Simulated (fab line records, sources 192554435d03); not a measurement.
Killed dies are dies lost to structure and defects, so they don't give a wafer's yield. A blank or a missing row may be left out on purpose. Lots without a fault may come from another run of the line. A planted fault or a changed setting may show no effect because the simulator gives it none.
fab line records | flow n5_finfet
record lots=7 wafers=39
route steps=1938 shown BEOL_M4@1070 BEOL_M6@1251 BEOL_M9@1417 BEOL_M10@1509
start_h: hours from the record's first day to the start of the lot's first wafer shown | wait_h: hours since the lot's step before | " the same as in the row above | L1.1+2: a row that stands for several wafers | - no value, or no start given | * or withheld: withheld | < > ~ a bound
route shown NAME@n: a module of which the file shows steps, and the number in the route of the first | usual: mean/standard deviation of fault-free wafers | same: alike in all rows | chamber/n: place in a boat | sites: the reading at each site | _std_site: their standard deviation | _edge_site: outer sites' mean less inner sites' | radius_mm: how far each site lies from the wafer's centre | mask NAME#n: copy n | behind: the tool/chamber that last shaped the wafer | hold: why the lot was held/for how many hours/how that ended | device: the transistor (n, p or np) that didn't switch | end of line: the same wafers' tests at the end of the route | a step without rows: its recipe alone | killed: dies lost to structure and defects at the first sort, not the wafer's yield | map: a wafer's dies, x killed, . not, _ none there
set.NAME: the setting as run; set.NAME@STEP: as run at that earlier step | model.NAME: the simulator's own value behind a step, which no gauge read
lots whose settings were changed on purpose; a table a step, a row a wafer
## steps
# step N5_BEOL_M4_TRENCH_ETCH_37
# recipe chemistry=C4F6/O2 target_depth_a=555.55 target=SiOC time_s=29.2 ion_energy_ev=250 pressure_mtorr=30 source_w=355 bias_w=185 Ar_flow_sccm=300 C4F6_flow_sccm=10 O2_flow_sccm=10
# columns lot.wafer tool chamber start_h wait_h set.time_s model.BEOL_M4.feature_depth_nm model.etch.depth_nm model.TiN_of_BEOL_M4_HM_DEP_02.thk_nm
L077.1 rie_diel-03 3 - - 29.2 55.2 55.11 17.8
L077.2 " 1 " " 29.2 54.6 54.69 17.8
L077.3 " 0 " " 18.43 34.6 34.62 18.8
L077.4 " 2 " " 18.43 33.8 33.87 18.4
L077.5 " 2 " " 18.43 33.8 33.88 18.6
L077.6 " 1 " " 29.2 55.2 55.15 17.6
L079.1 rie_diel-04 1 - - 41.4 77.6 77.59 16.6
L079.2 " 3 " " 29.2 55.8 55.89 17.4
L079.3 " 0 " " 41.4 76.8 76.75 16.8
L079.4 " 2 " " 29.2 54.8 54.73 17.8
L079.5 " 0 " " 29.2 53.8 53.89 17.4
L079.6 " 3 " " 41.4 79 78.91 16.6
L081.1 rie_diel-01 1 - - 29.2 55.4 55.44 18
L081.2 " 3 " " 15.48 29.8 29.73 19
L081.3 " 0 " " 29.2 55.6 55.62 18
L081.4 " 2 " " 29.2 55.2 55.12 18
L081.5 " 3 " " 15.48 29.4 29.47 19
L081.6 " 0 " " 15.48 29.8 29.74 19
L088.1 rie_diel-03 1 - - 29.2 56.2 56.2 17.8
L088.2 " 3 " " 23.55 46.4 46.44 18.2
L088.3 " 2 " " 29.2 54.2 54.23 17.6
L088.4 " 2 " " 23.55 43.8 43.82 18.2
L088.5 " 3 " " 23.55 46 46.06 18.2
L088.6 " 1 " " 29.2 56.2 56.21 17.6
L089.1 rie_diel-04 3 - - 29.2 56.2 56.2 17.6
L089.2 " 2 " " 22 41.6 41.56 18
L089.3 " 1 " " 22 41.2 41.19 18.2
L089.4 " 1 " " 29.2 54.6 54.51 17.6
L089.5 " 3 " " 29.2 56 55.92 17.4
L089.6 " 2 " " 22 41.2 41.29 18
L092.1 rie_diel-01 3 - - 17.6 33.2 33.28 18.4
L092.2 " 2 " " 17.6 33 33.04 18.4
L092.3 " 0 " " 17.6 33.8 33.71 18.6
L092.4 " 1 " " 29.2 55.4 55.47 17.6
L092.5 " 2 " " 29.2 54.8 54.84 17.8
L092.6 " 3 " " 29.2 55.2 55.19 17.6
L094.1 rie_diel-01 2 - - 29.2 53.8 53.88 17.8
L094.2 " 0 " " 29.2 54.8 54.82 17.8
L094.5 " 1 " " 29.2 55 55.08 17.8
# step N5_BEOL_M4_ETCH_41
# recipe chemistry=CH3F/O2 target=SiCN target_depth_a=299 taper_deg=2 time_s=52.5 ion_energy_ev=120 mask_material=TiN pressure_mtorr=30 source_w=395 bias_w=75 Ar_flow_sccm=150 CH3F_flow_sccm=30 O2_flow_sccm=20
# step N5_BEOL_M4_STRIP_97
# recipe chemistry=N2/H2 time_s=10 power_w=450 temp_c=40 pressure_mtorr=20 rf_frequency_hz=6e+07 bias_power_w=7 n2_flow_sccm=200 h2_flow_sccm=200
# step N5_BEOL_M4_OCD_MEAS_38
# usual trench_depth_nm=55.3/0.85
# columns lot.wafer tool chamber start_h wait_h set.time_s@BEOL_M4_TRENCH_ETCH_37 trench_depth_nm
L077.1 ocd-02 - 170.52 - 29.2 55.4
L077.2 " - " " 29.2 55.1
L077.3 " - " " 18.43 35.1
L077.4 " - " " 18.43 33.8
L077.5 " - " " 18.43 33.9
L077.6 " - " " 29.2 55.1
L079.1 ocd-02 - 199.57 - 41.4 78.0
L079.2 " - " " 29.2 55.6
L079.3 " - " " 41.4 76.5
L079.4 " - " " 29.2 54.9
L079.5 " - " " 29.2 53.7
L079.6 " - " " 41.4 78.7
L081.1 ocd-02 - 221.01 - 29.2 55.6
L081.2 " - " " 15.48 30.3
L081.3 " - " " 29.2 55.9
L081.4 " - " " 29.2 54.9
L081.5 " - " " 15.48 29.6
L081.6 " - " " 15.48 29.7
L088.1 ocd-01 - 249.94 - 29.2 56.1
L088.2 " - " " 23.55 46.4
L088.3 " - " " 29.2 54.4
L088.4 " - " " 23.55 43.9
L088.5 " - " " 23.55 46.5
L088.6 " - " " 29.2 55.9
L089.1 ocd-02 - 255.53 - 29.2 56.5
L089.2 " - " " 22 42.2
L089.3 " - " " 22 41.5
L089.4 " - " " 29.2 54.3
L089.5 " - " " 29.2 55.8
L089.6 " - " " 22 41.5
L092.1 ocd-02 - 276.93 - 17.6 33.4
L092.2 " - " " 17.6 33.2
L092.3 " - " " 17.6 33.6
L092.4 " - " " 29.2 55.6
L092.5 " - " " 29.2 54.7
L092.6 " - " " 29.2 54.8
L094.1 ocd-01 - 281.78 - 29.2 54.2
L094.2 " - " " 29.2 55.1
L094.5 " - " " 29.2 55.1
# step N5_BEOL_M4_HM_STRIP_39
# recipe chemistry=peroxide_tin_strip material=TiN target_depth_a=250 temp_c=50 time_s=158
# step N5_BEOL_M4_SRD_40
# recipe time_s=30 temp_c=23 rinse_liquid=diw dry=ipa_marangoni
# step N5_BEOL_M4_ECD_50
# recipe material=Cu target_thk_a=3000
# step N5_BEOL_M4_ANNEAL_51
# recipe temp_c=225 time_s=90 ambient=N2
# step N5_BEOL_M4_CMP_52
# recipe stop_on=SiOC t_overpolish_s=6.8 down_force_psi=1 platen_rpm=50 clearing_platen_down_force_psi=1.5 clearing_platen_rpm=50 post_cmp_clean=cu_alkaline target_thk_nm=40 clearing_platen_pad_velocity_m_s=0.99484 pad_velocity_m_s=0.99484
# columns lot.wafer tool chamber start_h wait_h set.time_s@BEOL_M4_TRENCH_ETCH_37 model.Cu_of_BEOL_M4_ECD_50.thk_nm
L077.3 cmp-01 3 173.96 0.2 18.43 21.6
L077.2 " 0 " " 29.2 41
L077.1 " 1 " " 29.2 41.2
L077.4 " 2 " " 18.43 18.6
L077.5 " 3 " " 18.43 21
L077.6 " 0 " " 29.2 41.8
L079.1 cmp-01 0 204.88 0.3 41.4 62.6
L079.2 " 1 " " 29.2 42.8
L079.3 " 2 " " 41.4 62
L079.4 " 3 " " 29.2 40
L079.6 " 0 " " 41.4 64.6
L079.5 " 1 " " 29.2 39.6
L081.1 cmp-03 0 224.63 0.3 29.2 40.6
L081.4 " 1 " " 29.2 38
L081.2+5 " 2,0 " " 15.48 13.8
L081.3 " 3 " " 29.2 41
L081.6 " 1 " " 15.48 13.6
L088.3 cmp-03 1 253.14 0.2 29.2 37.8
L088.2 " 2 " " 23.55 31.4
L088.1 " 3 " " 29.2 40.8
L088.4 " 0 " " 23.55 26.6
L088.5 " 1 " " 23.55 31
L088.6 " 2 " " 29.2 39.6
L089.1 cmp-02 1 259.31 0.3 29.2 40.4
L089.4 " 2 " " 29.2 40.2
L089.3 " 3 " " 22 25.2
L089.2 " 0 " " 22 25.4
L089.5 " 1 " " 29.2 40.6
L089.6 " 2 " " 22 26.8
L092.4 cmp-02 0 280.36 0.1 29.2 38.8
L092.3+1 " 1,2 " " 17.6 18.8
L092.2 " 3 " " 17.6 17.8
L092.5 " 0 " " 29.2 40
L092.6 " 1 " " 29.2 39.8
L094.2 cmp-01 0 285.56 0.2 29.2 39.4
L094.1 " 2 " " 29.2 39.2
L094.5 " 1 " " 29.2 40.6
# step N5_BEOL_M4_THK_MEAS_53
# recipe thk_meas_gauge=xrf reads=Cu_of_BEOL_M4_ECD_50
# usual M4_THK=40.8/1.3
# columns lot.wafer tool chamber start_h wait_h set.time_s@BEOL_M4_TRENCH_ETCH_37 M4_THK[nm]
L077.1 film_metro-01 - 174.26 - 29.2 41.8
L077.2 " - " " 29.2 41.5
L077.3 " - " " 18.43 21.9
L077.4 " - " " 18.43 18.9
L077.5 " - " " 18.43 21.2
L077.6 " - " " 29.2 42.1
L079.1 film_metro-01 - 205.18 - 41.4 63.8
L079.2 " - " " 29.2 43.3
L079.3 " - " " 41.4 62.8
L079.4 " - " " 29.2 40.6
L079.5 " - " " 29.2 40.1
L079.6 " - " " 41.4 65.4
L081.1 film_metro-02 - 224.92 - 29.2 41.3
L081.2 " - " " 15.48 14.2
L081.3 " - " " 29.2 41.8
L081.4 " - " " 29.2 38.5
L081.5 " - " " 15.48 14.0
L081.6 " - " " 15.48 13.7
L088.1 film_metro-02 - 253.43 - 29.2 41.7
L088.2 " - " " 23.55 32.2
L088.3 " - " " 29.2 38.5
L088.4 " - " " 23.55 27.1
L088.5 " - " " 23.55 31.6
L088.6 " - " " 29.2 40.7
L089.1 film_metro-02 - 259.60 - 29.2 41.0
L089.2 " - " " 22 25.8
L089.3 " - " " 22 25.5
L089.4 " - " " 29.2 40.8
L089.5 " - " " 29.2 41.3
L089.6 " - " " 22 27.2
L092.1 film_metro-02 - 280.65 - 17.6 19.3
L092.2 " - " " 17.6 18.2
L092.3 " - " " 17.6 19.2
L092.4 " - " " 29.2 39.8
L092.5 " - " " 29.2 41.1
L092.6 " - " " 29.2 40.7
L094.1 film_metro-02 - 285.86 - 29.2 40.8
L094.2 " - " " 29.2 40.5
L094.5 " - " " 29.2 42.0
# step N5_BEOL_M4_PRE_CLEAN_60
# recipe gas=NH3/H2 time_s=15 temp_c=* rf_power_w=300
# step N5_BEOL_M4_CO_CAP_55
# recipe material=Co target_thk_a=20 temp_c=200 precursor=CCTBA/H2 pressure_torr=30 time_s=102.1
# step N5_BEOL_M4_PRE_CLEAN_56
# recipe gas=NH3 time_s=15 temp_c=withheld rf_power_w=300
# step N5_BEOL_M4_DEP_57
# recipe material=SiCN target_thk_a=80 temp_c=withheld precursor=3MS/NH3 pressure_torr=3 rf_w=202 time_s=14
# step N5_BEOL_M4_RS_MEAS_58
# recipe thk_meas_gauge=four-point-probe reads=Co_of_BEOL_M4_CO_CAP_55+Cu_of_BEOL_M4_ECD_50+Co_of_BEOL_M4_CVD_47+TaN_of_BEOL_M4_ALD_84
# usual M4_RS=0.673/0.028
# columns lot.wafer tool chamber start_h wait_h set.time_s@BEOL_M4_TRENCH_ETCH_37 M4_RS[ohm/sq]
L077.1 film_metro-02 - 174.55 0.1 29.2 0.641
L077.2 " - " " 29.2 0.645
L077.3 " - " " 18.43 1.515
L077.4 " - " " 18.43 1.878
L077.5 " - " " 18.43 1.583
L077.6 " - " " 29.2 0.633
L079.1 film_metro-02 - 205.47 0.1 41.4 0.382
L079.2 " - " " 29.2 0.614
L079.3 " - " " 41.4 0.386
L079.4 " - " " 29.2 0.665
L079.5 " - " " 29.2 0.678
L079.6 " - " " 41.4 0.367
L081.1 film_metro-02 - 225.19 0.0 29.2 0.657
L081.2 " - " " 15.48 2.838
L081.3 " - " " 29.2 0.645
L081.4 " - " " 29.2 0.714
L081.5 " - " " 15.48 2.868
L081.6 " - " " 15.48 2.904
L088.1 film_metro-01 - 253.69 0.0 29.2 0.650
L088.2 " - " " 23.55 0.914
L088.3 " - " " 29.2 0.720
L088.4 " - " " 23.55 1.145
L088.5 " - " " 23.55 0.936
L088.6 " - " " 29.2 0.677
L089.1 film_metro-02 - 259.86 0.0 29.2 0.660
L089.2 " - " " 22 1.214
L089.3 " - " " 22 1.233
L089.4 " - " " 29.2 0.663
L089.5 " - " " 29.2 0.657
L089.6 " - " " 22 1.132
L092.1 film_metro-02 - 280.91 0.0 17.6 1.854
L092.2 " - " " 17.6 1.994
L092.3 " - " " 17.6 1.862
L092.4 " - " " 29.2 0.697
L092.5 " - " " 29.2 0.670
L092.6 " - " " 29.2 0.674
L094.1 film_metro-01 - 286.12 0.0 29.2 0.686
L094.2 " - " " 29.2 0.683
L094.5 " - " " 29.2 0.654
# step N5_BEOL_M6_ALD_77
# recipe material=TaN target_thk_a=20 temp_c=275 ald_precursor_family=PDMAT ald_co_reactant=NH3 pressure_torr=3 carrier_flow_sccm=1500 pulse_time_s=2 purge_time_s=3 co_reactant_purge_time_s=2 co_reactant_pulse_time_s=3 ald_cycles=40 precursor_vessel_temp_c=75 precursor_vessel_pressure_torr=26.25 precursor_vessel_carrier_sccm=1000
# columns lot.wafer tool chamber start_h wait_h set.ald_cycles model.TaN_of_BEOL_M6_ALD_77.thk_nm
L077.1+2+4 ald_metal-03 3,0,3 190.31 0.0 26 1.4
L077.3+5+6 " 2,0,2 " " 40 2
L079.1+2+3 ald_metal-04 0,1,3 224.65 0.0 40 2
L079.4+5 " 2,3 " " 62 3
L079.6 " 0 " " 62 3.2
L081.1+2+3+4+5+6 ald_metal-04 1,2,0,3,2,3 247.54 0.0 40 2
L088.1+2+3+4+5+6 ald_metal-01 0,1,3,2,2,1 273.65 0.0 40 2
L089.1+2+3+4+5+6 ald_metal-04 0,1,3,2,0,3 276.52 0.0 40 2
L092.1+5+6 ald_metal-03 1,2,1 303.20 0.1 40 2
L092.2+3+4 " 3,0,2 " " 47 2.4
L094.1+2+5 ald_metal-03 2,1,3 305.94 0.0 40 2
# step N5_BEOL_M9_DESCUM_16
# recipe chemistry=O2 time_s=7.9 source_power_w=50 bias_power_w=20 pressure_mtorr=20 rf_frequency_hz=2.712e+07 temp_c=40 resist=CAR-ArF o2_flow_sccm=225
# columns lot.wafer tool chamber start_h wait_h set.time_s model.CAR-ArF_of_BEOL_M9_COAT_05.thk_nm
L077.1+4+6 rie_diel-02 3,3,0 215.05 0.0 9.218 82.4
L077.2 " 1 " " 7.9 83.4
L077.3 " 0 " " 7.9 83.2
L077.5 " 1 " " 7.9 83.6
L079.1+4+5 rie_diel-06 1,2,2 247.59 0.0 7.9 83.2
L079.2+6 " 0,1 " " 7.9 83.6
L079.3 " 3 " " 7.9 83.4
L081.1 rie_diel-05 0 270.35 0.0 7.9 83.4
L081.2 " 2 " " 12.46 80.2
L081.3+5 " 3 " " 7.9 83
L081.4+6 " 1,0 " " 12.46 80.4
L088.1+2 rie_diel-02 2,0 293.40 0.0 7.9 83.4
L088.3+4+5 " 3,1,3 " " 7.9 83.2
L088.6 " 0 " " 7.9 83
L089.1 rie_diel-06 2 294.45 0.3 5.968 85
L089.2 " 3 " " 5.968 85.2
L089.3+5 " 0 " " 7.9 83.8
L089.4 " 1 " " 7.9 84
L089.6 " 1 " " 5.968 85.4
L092.1 rie_diel-02 0 325.66 0.0 7.9 83.8
L092.2 " 3 " " 4.279 85.8
L092.3 " 1 " " 7.9 83.4
L092.4 " 2 " " 7.9 83.6
L092.5+6 " 2,3 " " 4.279 85.6
L094.1+5 rie_diel-06 1,0 326.87 0.0 7.9 84
L094.2 " 0 " " 7.9 83.8
# step N5_BEOL_M9_ETCH_61
# recipe chemistry=CF4 target=SiARC target_depth_a=390 mask_material=CAR-ArF time_s=65 ion_energy_ev=80 pressure_mtorr=40 source_w=545 bias_w=36 Ar_flow_sccm=100 cf4_flow_sccm=100 ends=cleared
# columns lot.wafer tool chamber start_h wait_h set.time_s@BEOL_M9_DESCUM_16 model.CAR-ArF_of_BEOL_M9_COAT_05.thk_nm
L077.1 rie_diel-02 3 215.09 0.0 9.218 54.4
L077.2+3 " 1,0 " " 7.9 55.4
L077.4+6 " 3,0 " " 9.218 54.6
L077.5 " 1 " " 7.9 55.6
L079.1+3+5 rie_diel-06 1,3,2 247.62 0.0 7.9 55.4
L079.2+6 " 0,1 " " 7.9 55.8
L079.4 " 2 " " 7.9 55.2
L081.1 rie_diel-05 0 270.39 0.0 7.9 55.8
L081.2 " 2 " " 12.46 52.4
L081.3 " 3 " " 7.9 55.4
L081.4+6 " 1,0 " " 12.46 52.6
L081.5 " 3 " " 7.9 55.2
L088.1+2+3+4+5 rie_diel-02 2,0,3,1,3 293.43 0.0 7.9 55.4
L088.6 " 0 " " 7.9 55
L089.1+2 rie_diel-06 2,3 294.49 0.0 5.968 57
L089.3+4+5 " 0,1,0 " " 7.9 55.8
L089.6 " 1 " " 5.968 57.4
L092.1 rie_diel-02 0 325.69 0.0 7.9 55.8
L092.2 " 3 " " 4.279 57.8
L092.3 " 1 " " 7.9 55.4
L092.4 " 2 " " 7.9 55.6
L092.5+6 " 2,3 " " 4.279 57.6
L094.1+2+5 rie_diel-06 1,0,0 326.90 0.0 7.9 55.8
# step N5_BEOL_M10_VIA_ETCH_34
# recipe chemistry=C4F6/O2 target=SiCOH_lowk target_depth_a=1845 mask_material=SOC taper_deg=4 time_s=69.2 ion_energy_ev=250 pressure_mtorr=30 source_w=345 bias_w=185 Ar_flow_sccm=300 C4F6_flow_sccm=10 O2_flow_sccm=10
# columns lot.wafer tool chamber start_h wait_h set.time_s model.etch.depth_nm model.SOC_of_BEOL_M10_COAT_63.thk_nm
L077.1 rie_diel-01 0 223.74 0.0 69.2 182.2 92.4
L077.2 " 3 " " 88.09 232.9 89.6
L077.3 " 2 " " 88.09 230.7 90
L077.4 " 1 " " 69.2 182.9 92.2
L077.5 " 3 " " 69.2 183.7 92
L077.6 " 2 " " 88.09 229.6 90
L079.1 rie_diel-04 2 258.11 0.0 69.2 185 92
L079.2 " 1 " " 69.2 184.5 92.2
L079.3 " 3 " " 69.2 188 92
L079.4 " 2 " " 69.2 185.5 92
L079.5 " 3 " " 69.2 186.4 92
L079.6 " 1 " " 69.2 183.9 92.4
L081.1 rie_diel-04 1 279.89 0.0 93.83 247.1 89.2
L081.2 " 3 " " 93.83 250.7 88.8
L081.3 " 0 " " 69.2 183.9 91.6
L081.4 " 2 " " 93.83 249.1 89
L081.5 " 2 " " 69.2 182.9 91.8
L081.6 " 3 " " 69.2 184.8 91.6
L088.1 rie_diel-01 3 309.12 0.0 69.2 183.3 91.6
L088.2 " 0 " " 69.2 182.1 91.4
L088.3 " 1 " " 69.2 182.7 91.6
L088.4 " 2 " " 69.2 179.5 91.4
L088.5 " 0 " " 69.2 183.3 91.2
L088.6 " 3 " " 69.2 182.3 91.4
L089.1 rie_diel-01 3 309.59 0.0 69.2 184.5 92.2
L089.2 " 0 " " 69.2 185.6 92
L089.3 " 1 " " 69.2 185.8 92.2
L089.4 " 2 " " 69.2 182.9 92
L089.5 " 1 " " 69.2 185.6 92.4
L089.6 " 0 " " 69.2 185.4 91.8
L094.1 rie_diel-04 3 337.79 0.0 69.2 185 92
L094.2 " 0 " " 69.2 183.8 92
L094.5 " 3 " " 69.2 184.4 91.8
L092.1 rie_diel-03 1 337.88 0.0 69.2 185.2 91.6
L092.2 " 0 " " 69.2 183.9 91.4
L092.3 " 3 " " 105.2 282.5 87.4
L092.4 " 3 " " 69.2 187.3 91.6
L092.5 " 1 " " 105.2 280.9 87.4
L092.6 " 0 " " 105.2 281.6 87.4
## key
split step=N5_BEOL_M4_TRENCH_ETCH_37 setting=time_s stated=29.2 by=wafer
response step=N5_BEOL_M4_TRENCH_ETCH_37 reading=model.BEOL_M4.feature_depth_nm change=+0.553 per=1% r=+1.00
response step=N5_BEOL_M4_TRENCH_ETCH_37 reading=model.etch.depth_nm change=+0.552 per=1% r=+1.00
response step=N5_BEOL_M4_TRENCH_ETCH_37 reading=model.TiN_of_BEOL_M4_HM_DEP_02.thk_nm change=-0.0216 per=1% r=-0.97
response step=N5_BEOL_M4_OCD_MEAS_38 reading=trench_depth_nm change=+0.549 per=1% r=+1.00
response step=N5_BEOL_M4_CMP_52 reading=model.Cu_of_BEOL_M4_ECD_50.thk_nm change=+0.548 per=1% r=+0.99
response step=N5_BEOL_M4_THK_MEAS_53 reading=M4_THK change=+0.558 per=1% r=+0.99
response step=N5_BEOL_M4_RS_MEAS_58 reading=M4_RS change=-0.028 per=1% r=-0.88
split step=N5_BEOL_M6_ALD_77 setting=ald_cycles stated=40 by=wafer
response step=N5_BEOL_M6_ALD_77 reading=model.TaN_of_BEOL_M6_ALD_77.thk_nm change=+0.019 per=1% r=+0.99
split step=N5_BEOL_M9_DESCUM_16 setting=time_s stated=7.9 by=wafer
response step=N5_BEOL_M9_DESCUM_16 reading=model.CAR-ArF_of_BEOL_M9_COAT_05.thk_nm change=-0.0484 per=1% r=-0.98
response step=N5_BEOL_M9_ETCH_61 reading=model.CAR-ArF_of_BEOL_M9_COAT_05.thk_nm change=-0.0495 per=1% r=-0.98
split step=N5_BEOL_M10_VIA_ETCH_34 setting=time_s stated=69.2 by=wafer
response step=N5_BEOL_M10_VIA_ETCH_34 reading=model.etch.depth_nm change=+1.83 per=1% r=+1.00
response step=N5_BEOL_M10_VIA_ETCH_34 reading=model.SOC_of_BEOL_M10_COAT_63.thk_nm change=-0.0792 per=1% r=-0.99
